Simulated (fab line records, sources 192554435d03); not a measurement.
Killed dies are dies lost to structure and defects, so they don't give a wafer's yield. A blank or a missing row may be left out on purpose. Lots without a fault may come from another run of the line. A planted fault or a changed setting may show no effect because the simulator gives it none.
Split-lot experiment | flow n5_finfet | 7 lots, 21 wafers read, on a route of 1938 steps

THE SPLIT
At N5_MOL_CONTACT_COAG_ETCH_91 (etches SOC in N2/H2, target depth 60 nm, overetch 21 nm, time 101.2 s), the setting source_w was moved away from the recipe's 840 W on 7 of the 21 wafers read, by -12.5% to +16.3%. The other wafers ran this setting at the recipe's value.

The reading is taken at the split's own step.

THE READING
rf_vpp_V, in V, at N5_MOL_CONTACT_COAG_ETCH_91 (etches SOC in N2/H2, target depth 60 nm, overetch 21 nm, time 101.2 s). Fault-free wafers of this fab line usually give 522.7 V, standard deviation 1.9 V.

wafer  | tool, chamber at the split | source_w as run, W | against the recipe | rf_vpp_V, V | against lot-mates on the recipe
L076.2 | rie_diel-02, 3             | 840                | recipe             | 521.7       | -
L076.3 | rie_diel-02, 0             | 840                | recipe             | 519.8       | -
L076.6 | rie_diel-02, 0             | 840                | recipe             | 520.7       | -
L077.1 | rie_diel-05, 2             | 767.7              | -8.6%              | 541.6       | +17.7
L077.3 | rie_diel-05, 0             | 840                | recipe             | 521.2       | -
L077.5 | rie_diel-05, 2             | 840                | recipe             | 526.6       | -
L089.1 | rie_diel-06, 1             | 840                | recipe             | 521.9       | -
L089.4 | rie_diel-06, 2             | 840                | recipe             | 522.6       | -
L089.5 | rie_diel-06, 0             | 840                | recipe             | 522.4       | -
L090.2 | rie_diel-06, 0             | 735.1              | -12.5%             | 546.2       | +24.9
L090.3 | rie_diel-06, 2             | 840                | recipe             | 521.7       | -
L090.6 | rie_diel-06, 2             | 840                | recipe             | 521.0       | -
L094.1 | rie_diel-05, 3             | 840                | recipe             | 522.8       | -
L094.2 | rie_diel-05, 2             | 737.2              | -12.2%             | 549.1       | +26.9
L094.3 | rie_diel-05, 0             | 840                | recipe             | 521.6       | -
L095.1 | rie_diel-05, 1             | 840                | recipe             | 523.7       | -
L095.2 | rie_diel-05, 3             | 840                | recipe             | 522.3       | -
L095.5 | rie_diel-05, 2             | 793.7              | -5.5%              | 535.7       | +12.7
L097.4 | rie_diel-06, 2             | 977.3              | +16.3%             | 496.4       | no lot-mate on the recipe
L097.5 | rie_diel-06, 2             | 977.3              | +16.3%             | 497.2       | no lot-mate on the recipe
L097.6 | rie_diel-06, 1             | 977.3              | +16.3%             | 496.3       | no lot-mate on the recipe

THE FIT
A straight line over all 21 wafers: rf_vpp_V changes by -1.76 V for each +1% of source_w; r = -0.99; the points scatter about the line by 2.3 V.
The same after taking each lot's own level away (the mean of its wafers on the recipe; 18 wafers): -2.1 V for each +1%; r = -0.99; scatter 1.2 V.
On that fit, the largest move of source_w shifts the reading by 34 V.
The lots' own levels span 520.73 to 523.90 V, that is 1.7 times the standard deviation above.
So the lot-to-lot level changes the slope: the two fits differ.
Check: with one of the wafers moved furthest among these (-12.5%) left out of the fit, the line predicts +27.1 V for it against its lot-mates. It came out at +24.9 V against them.
Tool readings at the split's step, against how far the setting was moved: rf_vpp_V r = -0.99.

OTHER SPLITS ON THESE WAFERS
These wafers also went through other splits before the reading. Each is held against what the fit with the lots' levels taken away leaves over:
other split on the same wafers         | wafers away from the commonest value | r with rf_vpp_V (lot level and that fit taken away)
N5_SD_EPI_P_EPI_21 temp_c              | 8                                    | -0.16
N5_ILD0_CMP_12 down_force_psi          | 4                                    | +0.28
N5_HKMG_FIN_ETCH_31 bias_w             | 8                                    | +0.24
N5_GATE_CUT_COAT_35 spin_rpm           | 8                                    | +0.00
N5_GATE_CUT_COAT_27 temp_c             | 11                                   | -0.30
N5_MOL_CONTACT_COAG_ETCH_110 bias_w    | 8                                    | +0.17
N5_MOL_CONTACT_COAG_ALD_131 ald_cycles | 3                                    | -0.56

THE FILE'S OWN FIT
rf_vpp_V changes by -2.1 V for each +1% of source_w, r = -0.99.
